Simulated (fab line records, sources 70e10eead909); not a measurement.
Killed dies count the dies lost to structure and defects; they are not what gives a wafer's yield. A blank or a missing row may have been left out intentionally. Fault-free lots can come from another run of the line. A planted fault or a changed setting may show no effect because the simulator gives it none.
Matching of chambers || flow nand harc || rie diel-01 running NHARC_A_STAIRCASE_TRIM_196: 4 sister chambers
The step chemistry O2, time 211.2 s. 18 wafers are shown with their chamber, then 9 later ones without.

WAFERS PAIRED WITH THEIR CHAMBERS
{"wafer": "L076.3", "chamber": 2, "showerhead plenum p Torr (Torr)": 3.50, "drypump motor current A (A)": 5.5, "oes product au (a.u.)": 0.996}
{"wafer": "L076.4", "chamber": 1, "showerhead plenum p Torr (Torr)": 3.55, "drypump motor current A (A)": 5.6, "oes product au (a.u.)": 1.016}
{"wafer": "L076.5", "chamber": 2, "showerhead plenum p Torr (Torr)": 3.50, "drypump motor current A (A)": 5.6, "oes product au (a.u.)": 1.005}
{"wafer": "L076.1", "chamber": 0, "showerhead plenum p Torr (Torr)": 3.79, "drypump motor current A (A)": 6.0, "oes product au (a.u.)": 0.992}
{"wafer": "L076.2", "chamber": 3, "showerhead plenum p Torr (Torr)": 3.62, "drypump motor current A (A)": 5.0, "oes product au (a.u.)": 1.005}
{"wafer": "L076.6", "chamber": 1, "showerhead plenum p Torr (Torr)": 3.55, "drypump motor current A (A)": 5.6, "oes product au (a.u.)": 1.020}
{"wafer": "L079.1", "chamber": 3, "showerhead plenum p Torr (Torr)": 3.61, "drypump motor current A (A)": 5.0, "oes product au (a.u.)": 1.002}
{"wafer": "L079.4", "chamber": 1, "showerhead plenum p Torr (Torr)": 3.55, "drypump motor current A (A)": 5.7, "oes product au (a.u.)": 1.015}
{"wafer": "L079.5", "chamber": 2, "showerhead plenum p Torr (Torr)": 3.50, "drypump motor current A (A)": 5.5, "oes product au (a.u.)": 0.990}
{"wafer": "L080.3", "chamber": 2, "showerhead plenum p Torr (Torr)": 3.49, "drypump motor current A (A)": 5.5, "oes product au (a.u.)": 0.996}
{"wafer": "L080.5", "chamber": 3, "showerhead plenum p Torr (Torr)": 3.61, "drypump motor current A (A)": 5.0, "oes product au (a.u.)": 1.019}
{"wafer": "L080.6", "chamber": 2, "showerhead plenum p Torr (Torr)": 3.49, "drypump motor current A (A)": 5.6, "oes product au (a.u.)": 0.996}
{"wafer": "L086.2", "chamber": 3, "showerhead plenum p Torr (Torr)": 3.60, "drypump motor current A (A)": 5.1, "oes product au (a.u.)": 1.009}
{"wafer": "L086.3", "chamber": 0, "showerhead plenum p Torr (Torr)": 3.78, "drypump motor current A (A)": 6.0, "oes product au (a.u.)": 0.999}
{"wafer": "L086.4", "chamber": 1, "showerhead plenum p Torr (Torr)": 3.54, "drypump motor current A (A)": 5.6, "oes product au (a.u.)": 1.001}
{"wafer": "L090.2", "chamber": 3, "showerhead plenum p Torr (Torr)": 3.60, "drypump motor current A (A)": 5.0, "oes product au (a.u.)": 1.001}
{"wafer": "L090.3", "chamber": 1, "showerhead plenum p Torr (Torr)": 3.53, "drypump motor current A (A)": 5.7, "oes product au (a.u.)": 1.014}
{"wafer": "L090.6", "chamber": 1, "showerhead plenum p Torr (Torr)": 3.53, "drypump motor current A (A)": 5.7, "oes product au (a.u.)": 1.016}

SIGNATURES (means of the wafers above)
{"reading": "showerhead plenum p Torr", "chamber 0": 3.7850, "chamber 1": 3.5417, "chamber 2": 3.4960, "chamber 3": 3.6080, "scatter within a chamber": 0.00816}
{"reading": "drypump motor current A", "chamber 0": 6.000, "chamber 1": 5.650, "chamber 2": 5.540, "chamber 3": 5.020, "scatter within a chamber": 0.05}
{"reading": "oes product au", "chamber 0": 0.99550, "chamber 1": 1.01367, "chamber 2": 0.99660, "chamber 3": 1.00720, "scatter within a chamber": 0.00636}
Rule: a wafer's distance from a chamber is the root of the sum, over the readings, of the square of ((its reading less the chamber's mean) divided by the reading's scatter). If the next closest chamber is less than 2 further off than the closest, the wafer can't be placed; otherwise it belongs to the closest. How the scatter is found: for the shown wafers, subtract from each reading the mean of its chamber, square and add these, divide the total by (wafers less chambers), then take the root.

WAFERS WITH NO CHAMBER GIVEN
{"wafer": "L090.1", "showerhead plenum p Torr (Torr)": 3.78, "drypump motor current A (A)": 6.0, "oes product au (a.u.)": 0.982}
{"wafer": "L090.4", "showerhead plenum p Torr (Torr)": 3.48, "drypump motor current A (A)": 5.5, "oes product au (a.u.)": 0.982}
{"wafer": "L090.5", "showerhead plenum p Torr (Torr)": 3.48, "drypump motor current A (A)": 5.5, "oes product au (a.u.)": 0.987}
{"wafer": "L091.3", "showerhead plenum p Torr (Torr)": 3.77, "drypump motor current A (A)": 6.0, "oes product au (a.u.)": 0.977}
{"wafer": "L091.4", "showerhead plenum p Torr (Torr)": 3.48, "drypump motor current A (A)": 5.6, "oes product au (a.u.)": 0.974}
{"wafer": "L091.6", "showerhead plenum p Torr (Torr)": 3.53, "drypump motor current A (A)": 5.7, "oes product au (a.u.)": 1.001}
{"wafer": "L094.1", "showerhead plenum p Torr (Torr)": 3.48, "drypump motor current A (A)": 5.5, "oes product au (a.u.)": 0.988}
{"wafer": "L094.4", "showerhead plenum p Torr (Torr)": 3.77, "drypump motor current A (A)": 6.0, "oes product au (a.u.)": 0.983}
{"wafer": "L094.6", "showerhead plenum p Torr (Torr)": 3.48, "drypump motor current A (A)": 5.6, "oes product au (a.u.)": 1.000}

WHICH CHAMBER EACH WENT THROUGH
{"wafer": "L090.1", "from the rows above": 0, "in truth": 0}
{"wafer": "L090.4", "from the rows above": 2, "in truth": 2}
{"wafer": "L090.5", "from the rows above": 2, "in truth": 2}
{"wafer": "L091.3", "from the rows above": 0, "in truth": 0}
{"wafer": "L091.4", "from the rows above": 2, "in truth": 2}
{"wafer": "L091.6", "from the rows above": 1, "in truth": 1}
{"wafer": "L094.1", "from the rows above": 2, "in truth": 2}
{"wafer": "L094.4", "from the rows above": 0, "in truth": 0}
{"wafer": "L094.6", "from the rows above": 2, "in truth": 2}
Placed correctly: 9 of 9. Number that these rows cannot place: 0. 0 placed wrongly.
